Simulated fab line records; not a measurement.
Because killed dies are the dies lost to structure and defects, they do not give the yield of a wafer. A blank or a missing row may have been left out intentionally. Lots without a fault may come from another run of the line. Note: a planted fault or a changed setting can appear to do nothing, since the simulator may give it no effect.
Which tool is to blame? :: flow n5Finfet :: 11 lots with 32 wafers sampled at 7 steps, on a route of 1938 steps

## WHAT THE GAUGES READ, wafer by wafer
N5_BEOL_M5_INSPECT_58: inspects for defects (darkfield). Usual: rawDefectCount 68, standard deviation 24.
lot: L537
measured: day 8 12:16
on: defectInspect-02
rawDefectCount: 45 41 47
flag: 

lot: L543
measured: day 9 16:14
on: defectInspect-02
rawDefectCount: 56 18 45
flag: 

lot: L544
measured: day 10 01:47
on: defectInspect-02
rawDefectCount: 86 65 61
flag: 

lot: L547
measured: day 10 13:44
on: defectInspect-01
rawDefectCount: 72 46 54
flag: 

lot: L548
measured: day 11 07:07
on: defectInspect-02
rawDefectCount: 62 59 52
flag: 

lot: L549
measured: day 11 15:34
on: defectInspect-02
rawDefectCount: 366 413
flag: OFF

lot: L550
measured: day 11 20:40
on: defectInspect-02
rawDefectCount: 71 58 55
flag: 

lot: L552
measured: day 11 21:46
on: defectInspect-02
rawDefectCount: 340 390 393
flag: OFF

lot: L560
measured: day 14 11:14
on: defectInspect-01
rawDefectCount: 56 48 87
flag: 

lot: L558
measured: day 14 11:16
on: defectInspect-01
rawDefectCount: 94 96 76
flag: 

lot: L559
measured: day 14 17:20
on: defectInspect-02
rawDefectCount: 51 65 64
flag: 

N5_BEOL_M6_INSPECT_13: inspects for defects (brightfield). Usual: rawDefectCount 418, standard deviation 98.
lot: L537
measured: day 8 14:58
on: defectInspect-02
rawDefectCount: 334 327 353
flag: 

lot: L543
measured: day 9 18:13
on: defectInspect-01
rawDefectCount: 613 348 492
flag: 

lot: L544
measured: day 10 04:56
on: defectInspect-01
rawDefectCount: 626 545 507
flag: 

lot: L547
measured: day 10 16:17
on: defectInspect-01
rawDefectCount: 647 503 518
flag: 

lot: L548
measured: day 11 10:15
on: defectInspect-01
rawDefectCount: 384 509 412
flag: 

lot: L549
measured: day 11 21:01
on: defectInspect-02
rawDefectCount: 733 773
flag: OFF

lot: L550
measured: day 11 22:11
on: defectInspect-02
rawDefectCount: 370 486 343
flag: 

lot: L552
measured: day 12 00:17
on: defectInspect-02
rawDefectCount: 609 768 812
flag: OFF

lot: L560
measured: day 14 14:26
on: defectInspect-02
rawDefectCount: 446 484 473
flag: 

lot: L558
measured: day 14 14:36
on: defectInspect-01
rawDefectCount: 614 612 476
flag: 

lot: L559
measured: day 14 18:36
on: defectInspect-02
rawDefectCount: 272 422 381
flag: 

N5_BEOL_M6_INSPECT_30: inspects for defects (brightfield). Usual: rawDefectCount 424, standard deviation 96.
lot: L537
measured: day 8 16:20
on: defectInspect-02
rawDefectCount: 328 303 331
flag: 

lot: L543
measured: day 9 19:50
on: defectInspect-01
rawDefectCount: 673 347 495
flag: 

lot: L544
measured: day 10 06:31
on: defectInspect-02
rawDefectCount: 562 497 439
flag: 

lot: L547
measured: day 10 17:59
on: defectInspect-02
rawDefectCount: 569 480 468
flag: 

lot: L548
measured: day 11 13:35
on: defectInspect-01
rawDefectCount: 374 483 431
flag: 

lot: L549
measured: day 12 01:23
on: defectInspect-02
rawDefectCount: 779 763
flag: OFF

lot: L550
measured: day 12 00:56
on: defectInspect-02
rawDefectCount: 383 483 344
flag: 

lot: L552
measured: day 12 01:23
on: defectInspect-02
rawDefectCount: 643 786 822
flag: OFF

lot: L560
measured: day 14 16:44
on: defectInspect-02
rawDefectCount: 429 501 531
flag: 

lot: L558
measured: day 14 16:55
on: defectInspect-01
rawDefectCount: 578 596 461
flag: 

lot: L559
measured: day 14 21:04
on: defectInspect-02
rawDefectCount: 293 435 374
flag: 

## EACH LOT AND THE TOOL THAT RAN IT (in order: tool; ch and the chambers of the sampled wafers; start)
lot: L537
N5_BEOL_M5_ANNEAL_82: pvdSputter-03, day 8 07:55
N5_BEOL_M5_SPUTTER_83: pvdSputter-03, day 8 08:56
N5_BEOL_M5_SPUTTER_88: pvdSputter-03, day 8 10:01
N5_BEOL_M5_PRE_CLEAN_77: cvdCo-02 ch 0,1, day 8 11:59

lot: L543
N5_BEOL_M5_ANNEAL_82: pvdSputter-02, day 9 11:51
N5_BEOL_M5_SPUTTER_83: pvdSputter-02, day 9 12:52
N5_BEOL_M5_SPUTTER_88: pvdSputter-02, day 9 13:57
N5_BEOL_M5_PRE_CLEAN_77: cvdCo-02 ch 0,1,2, day 9 16:01

lot: L544
N5_BEOL_M5_ANNEAL_82: pvdSputter-02, day 9 21:29
N5_BEOL_M5_SPUTTER_83: pvdSputter-02, day 9 22:29
N5_BEOL_M5_SPUTTER_88: pvdSputter-02, day 9 23:35
N5_BEOL_M5_PRE_CLEAN_77: cvdCo-02 ch 0,1,2, day 10 01:30

lot: L547
N5_BEOL_M5_ANNEAL_82: pvdSputter-01, day 10 09:26
N5_BEOL_M5_SPUTTER_83: pvdSputter-01, day 10 10:26
N5_BEOL_M5_SPUTTER_88: pvdSputter-01, day 10 11:32
N5_BEOL_M5_PRE_CLEAN_77: cvdCo-02 ch 0,1, day 10 13:27

lot: L548
N5_BEOL_M5_ANNEAL_82: pvdSputter-01, day 11 02:35
N5_BEOL_M5_SPUTTER_83: pvdSputter-01, day 11 03:35
N5_BEOL_M5_SPUTTER_88: pvdSputter-01, day 11 04:40
N5_BEOL_M5_PRE_CLEAN_77: cvdCo-02 ch 0,1, day 11 06:52

lot: L549
N5_BEOL_M5_ANNEAL_82: pvdSputter-01, day 11 10:58
N5_BEOL_M5_SPUTTER_83: pvdSputter-01, day 11 11:58
N5_BEOL_M5_SPUTTER_88: pvdSputter-01, day 11 13:04
N5_BEOL_M5_PRE_CLEAN_77: cvdCo-02 ch 2, day 11 15:19

lot: L550
N5_BEOL_M5_ANNEAL_82: pvdSputter-01, day 11 16:25
N5_BEOL_M5_SPUTTER_83: pvdSputter-01, day 11 17:25
N5_BEOL_M5_SPUTTER_88: pvdSputter-01, day 11 18:31
N5_BEOL_M5_PRE_CLEAN_77: cvdCo-01 ch 0,1,2, day 11 20:26

lot: L552
N5_BEOL_M5_ANNEAL_82: pvdSputter-02, day 11 17:14
N5_BEOL_M5_SPUTTER_83: pvdSputter-02, day 11 18:14
N5_BEOL_M5_SPUTTER_88: pvdSputter-02, day 11 19:19
N5_BEOL_M5_PRE_CLEAN_77: cvdCo-02 ch 0,1,2, day 11 21:31

lot: L560
N5_BEOL_M5_ANNEAL_82: pvdSputter-01, day 14 06:47
N5_BEOL_M5_SPUTTER_83: pvdSputter-01, day 14 07:48
N5_BEOL_M5_SPUTTER_88: pvdSputter-01, day 14 08:59
N5_BEOL_M5_PRE_CLEAN_77: cvdCo-02 ch 0,1,2, day 14 10:59

lot: L558
N5_BEOL_M5_ANNEAL_82: pvdSputter-02, day 14 07:00
N5_BEOL_M5_SPUTTER_83: pvdSputter-02, day 14 08:01
N5_BEOL_M5_SPUTTER_88: pvdSputter-02, day 14 09:05
N5_BEOL_M5_PRE_CLEAN_77: cvdCo-01 ch 0,1,2, day 14 11:01

lot: L559
N5_BEOL_M5_ANNEAL_82: pvdSputter-03, day 14 12:56
N5_BEOL_M5_SPUTTER_83: pvdSputter-03, day 14 13:57
N5_BEOL_M5_SPUTTER_88: pvdSputter-03, day 14 15:02
N5_BEOL_M5_PRE_CLEAN_77: cvdCo-01 ch 1,2, day 14 17:05
- N5_BEOL_M5_ANNEAL_82: time 1800 s.
- N5_BEOL_M5_SPUTTER_83: material Cu, target thk 15 nm, time 27.62 s.
- N5_BEOL_M5_SPUTTER_88: material Cu, target thk 15 nm, time 27.62 s.
- N5_BEOL_M5_PRE_CLEAN_77: time 15 s.

## WHAT THE TOOLS THEMSELVES READ (means of the sampled wafers that have a number; where no wafer has one, the mark that the record gives instead)
N5_BEOL_M5_ANNEAL_82. Usual: heaterPowerW 827 W, standard deviation 62.
lot: L537
tool: pvdSputter-03
heaterPowerW (W): 834
flag: 

lot: L543
tool: pvdSputter-02
heaterPowerW (W): 790
flag: 

lot: L544
tool: pvdSputter-02
heaterPowerW (W): 800
flag: 

lot: L547
tool: pvdSputter-01
heaterPowerW (W): 823
flag: 

lot: L548
tool: pvdSputter-01
heaterPowerW (W): 815
flag: 

lot: L549
tool: pvdSputter-01
heaterPowerW (W): 836
flag: 

lot: L550
tool: pvdSputter-01
heaterPowerW (W): 794
flag: 

lot: L552
tool: pvdSputter-02
heaterPowerW (W): 770
flag: 

lot: L560
tool: pvdSputter-01
heaterPowerW (W): 821
flag: 

lot: L558
tool: pvdSputter-02
heaterPowerW (W): 764
flag: 

lot: L559
tool: pvdSputter-03
heaterPowerW (W): 864
flag: 

N5_BEOL_M5_SPUTTER_83. Usual: throttleValvePct 30.0 %, standard deviation 0.97.
lot: L537
tool: pvdSputter-03
throttleValvePct (%): 30.8
flag: 

lot: L543
tool: pvdSputter-02
throttleValvePct (%): 29.0
flag: 

lot: L544
tool: pvdSputter-02
throttleValvePct (%): 29.1
flag: 

lot: L547
tool: pvdSputter-01
throttleValvePct (%): 30.2
flag: 

lot: L548
tool: pvdSputter-01
throttleValvePct (%): 29.8
flag: 

lot: L549
tool: pvdSputter-01
throttleValvePct (%): 30.4
flag: 

lot: L550
tool: pvdSputter-01
throttleValvePct (%): 30.3
flag: 

lot: L552
tool: pvdSputter-02
throttleValvePct (%): 29.0
flag: 

lot: L560
tool: pvdSputter-01
throttleValvePct (%): 30.3
flag: 

lot: L558
tool: pvdSputter-02
throttleValvePct (%): 30.0
flag: 

lot: L559
tool: pvdSputter-03
throttleValvePct (%): 30.9
flag: 

N5_BEOL_M5_SPUTTER_88. Usual: throttleValvePct 30.0 %, standard deviation 0.95.
lot: L537
tool: pvdSputter-03
throttleValvePct (%): 30.9
flag: 

lot: L543
tool: pvdSputter-02
throttleValvePct (%): 28.8
flag: 

lot: L544
tool: pvdSputter-02
throttleValvePct (%): 29.1
flag: 

lot: L547
tool: pvdSputter-01
throttleValvePct (%): 30.3
flag: 

lot: L548
tool: pvdSputter-01
throttleValvePct (%): 29.8
flag: 

lot: L549
tool: pvdSputter-01
throttleValvePct (%): 30.3
flag: 

lot: L550
tool: pvdSputter-01
throttleValvePct (%): 30.1
flag: 

lot: L552
tool: pvdSputter-02
throttleValvePct (%): 29.1
flag: 

lot: L560
tool: pvdSputter-01
throttleValvePct (%): 30.0
flag: 

lot: L558
tool: pvdSputter-02
throttleValvePct (%): 29.9
flag: 

lot: L559
tool: pvdSputter-03
throttleValvePct (%): 30.9
flag: 

N5_BEOL_M5_PRE_CLEAN_77. Usual: heaterPowerW 89 W, standard deviation 29.
lot: L537
tool: cvdCo-02
heaterPowerW (W): 88
flag: 

lot: L543
tool: cvdCo-02
heaterPowerW (W): 93
flag: 

lot: L544
tool: cvdCo-02
heaterPowerW (W): 93
flag: 

lot: L547
tool: cvdCo-02
heaterPowerW (W): 114
flag: 

lot: L548
tool: cvdCo-02
heaterPowerW (W): 89
flag: 

lot: L549
tool: cvdCo-02
heaterPowerW (W): 74
flag: 

lot: L550
tool: cvdCo-01
heaterPowerW (W): 82
flag: 

lot: L552
tool: cvdCo-02
heaterPowerW (W): 94
flag: 

lot: L560
tool: cvdCo-02
heaterPowerW (W): 94
flag: 

lot: L558
tool: cvdCo-01
heaterPowerW (W): 82
flag: 

lot: L559
tool: cvdCo-01
heaterPowerW (W): 92
flag: 

## THE ANSWER, worked out from the rows above alone
Rule: a lot counts as off when the mean over its wafers that have a number is more than 3 standard deviations away from the usual mean. Also off: a lot with no number at a reading for which 4 or more lots have one. The other lots that the step has rows for count as sound. After the gauges, taken in route order, come the tools' own readings; for these a lot's mean is taken, as printed above. At the first step where some lot is off, the reading lying furthest off is the one used; lots without a number count as furthest.
Off: L549, L552 (N5_BEOL_M5_INSPECT_58, rawDefectCount).
If a tool, at a process step before that reading, ran all the lots that are off and no sound lot after the first of them, it fits. The gauges at N5_BEOL_M5_INSPECT_58 are tried like those tools. No candidate that was tried fits.

## WHAT WAS PUT IN BY THE SIMULATOR
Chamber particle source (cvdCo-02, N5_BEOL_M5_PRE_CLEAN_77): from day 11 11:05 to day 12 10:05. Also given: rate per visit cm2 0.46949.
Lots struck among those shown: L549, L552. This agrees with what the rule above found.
